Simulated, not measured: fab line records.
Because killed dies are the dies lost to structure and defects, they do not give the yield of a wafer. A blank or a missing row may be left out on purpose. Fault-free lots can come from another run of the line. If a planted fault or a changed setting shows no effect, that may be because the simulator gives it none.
Split-lot experiment / flow n5Finfet / 21 wafers read across 7 lots, on a route 1938 steps long

## THE SPLIT
At N5_BEOL_M8_EXPOSE_25 (exposes mask V7, target cd 40 nm), the setting doseMj was moved away from the recipe's 42.5 on 6 of the 21 wafers read, by -7.4% to +5.7%. This setting was run at the recipe's value on the other wafers.

## FROM THE SPLIT TO THE READING: what the file shows between them, 2 steps
- N5_BEOL_M8_PEB_26: peb time 60 s
- N5_BEOL_M8_DEVELOP_27: develop time 30 s

## THE READING
cdNm at N5_BEOL_M8_CD_MEAS_28, given in nm (cd target 40 nm). Fault-free wafers of this fab line usually give 39.98 nm, standard deviation 0.21 nm.

wafer=L074.3; tool, chamber at the split=euvScanner-01, 0; doseMj as run=42.5; against the recipe=recipe; cdNm, nm=40.20; against lot-mates on the recipe=-
wafer=L074.4; tool, chamber at the split=euvScanner-01, 0; doseMj as run=42.5; against the recipe=recipe; cdNm, nm=40.08; against lot-mates on the recipe=-
wafer=L074.6; tool, chamber at the split=euvScanner-01, 0; doseMj as run=42.5; against the recipe=recipe; cdNm, nm=39.66; against lot-mates on the recipe=-
wafer=L078.1; tool, chamber at the split=euvScanner-01, 0; doseMj as run=42.5; against the recipe=recipe; cdNm, nm=40.30; against lot-mates on the recipe=-
wafer=L078.3; tool, chamber at the split=euvScanner-01, 0; doseMj as run=42.5; against the recipe=recipe; cdNm, nm=40.10; against lot-mates on the recipe=-
wafer=L078.4; tool, chamber at the split=euvScanner-01, 0; doseMj as run=44.13; against the recipe=+3.8%; cdNm, nm=40.86; against lot-mates on the recipe=+0.66
wafer=L080.1; tool, chamber at the split=euvScanner-01, 0; doseMj as run=42.5; against the recipe=recipe; cdNm, nm=39.81; against lot-mates on the recipe=-
wafer=L080.3; tool, chamber at the split=euvScanner-01, 0; doseMj as run=42.5; against the recipe=recipe; cdNm, nm=39.85; against lot-mates on the recipe=-
wafer=L080.5; tool, chamber at the split=euvScanner-01, 0; doseMj as run=42.5; against the recipe=recipe; cdNm, nm=39.92; against lot-mates on the recipe=-
wafer=L082.1; tool, chamber at the split=euvScanner-02, 0; doseMj as run=42.5; against the recipe=recipe; cdNm, nm=40.17; against lot-mates on the recipe=-
wafer=L082.3; tool, chamber at the split=euvScanner-02, 0; doseMj as run=42.5; against the recipe=recipe; cdNm, nm=39.85; against lot-mates on the recipe=-
wafer=L082.6; tool, chamber at the split=euvScanner-02, 0; doseMj as run=42.5; against the recipe=recipe; cdNm, nm=40.15; against lot-mates on the recipe=-
wafer=L086.1; tool, chamber at the split=euvScanner-02, 0; doseMj as run=42.5; against the recipe=recipe; cdNm, nm=40.00; against lot-mates on the recipe=-
wafer=L086.2; tool, chamber at the split=euvScanner-02, 0; doseMj as run=41.11; against the recipe=-3.3%; cdNm, nm=39.58; against lot-mates on the recipe=-0.34
wafer=L086.3; tool, chamber at the split=euvScanner-02, 0; doseMj as run=42.5; against the recipe=recipe; cdNm, nm=39.83; against lot-mates on the recipe=-
wafer=L090.3; tool, chamber at the split=euvScanner-01, 0; doseMj as run=42.5; against the recipe=recipe; cdNm, nm=39.97; against lot-mates on the recipe=-
wafer=L090.4; tool, chamber at the split=euvScanner-01, 0; doseMj as run=44.94; against the recipe=+5.7%; cdNm, nm=41.21; against lot-mates on the recipe=+1.24
wafer=L090.6; tool, chamber at the split=euvScanner-01, 0; doseMj as run=44.94; against the recipe=+5.7%; cdNm, nm=41.07; against lot-mates on the recipe=+1.10
wafer=L097.1; tool, chamber at the split=euvScanner-02, 0; doseMj as run=42.5; against the recipe=recipe; cdNm, nm=39.63; against lot-mates on the recipe=-
wafer=L097.2; tool, chamber at the split=euvScanner-02, 0; doseMj as run=39.37; against the recipe=-7.4%; cdNm, nm=38.18; against lot-mates on the recipe=-1.45
wafer=L097.3; tool, chamber at the split=euvScanner-02, 0; doseMj as run=39.37; against the recipe=-7.4%; cdNm, nm=38.18; against lot-mates on the recipe=-1.45

FIT RESULTS
A straight line over all 21 wafers: cdNm changes by +0.223 nm for each +1% of doseMj; r = +0.96; the points scatter about the line by 0.2 nm.
The same after taking each lot's own level away (the mean of its wafers on the recipe; 21 wafers): +0.192 nm for each +1%; r = +0.98; scatter 0.14 nm.
According to that fit, moving doseMj by its largest amount changes the reading by 1.4 nm.
Measured against the standard deviation above, the lots' own levels, which go from 39.630 to 40.200 nm, span 2.7 times it.
Thus the slope moves with the lot-to-lot level: the two fits are different.
Check: -1.38 nm against its lot-mates is what the line predicts for one of the wafers moved furthest among these (-7.4%) when that wafer is left out of the fit. Against them it came out at -1.45 nm.

## THE WHOLE CHAIN: every reading that the file lists as answering this split, in the file's order
step=N5_BEOL_M8_CD_MEAS_28; what it does=target cd 40 nm; reading=cdNm; change (the file's fit)=+0.187 nm for each +1% of the setting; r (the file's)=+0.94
step=N5_BEOL_M8_DESCUM_33; what it does=chemistry O2, time 7 s; reading=BEOL_M8.cdNm (the simulator's own value, which no gauge read); change (the file's fit)=+0.217 nm for each +1% of the setting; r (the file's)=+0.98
step=N5_BEOL_M8_ETCH_66; what it does=etches SOC in N2/H2, target depth 80 nm, overetch 16 nm, time 120 s; reading=BEOL_M8.cdNm (the simulator's own value, which no gauge read); change (the file's fit)=+0.243 nm for each +1% of the setting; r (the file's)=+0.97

## FILE'S OWN FIT
cdNm changes by +0.187 nm for each +1% of doseMj, r = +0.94.
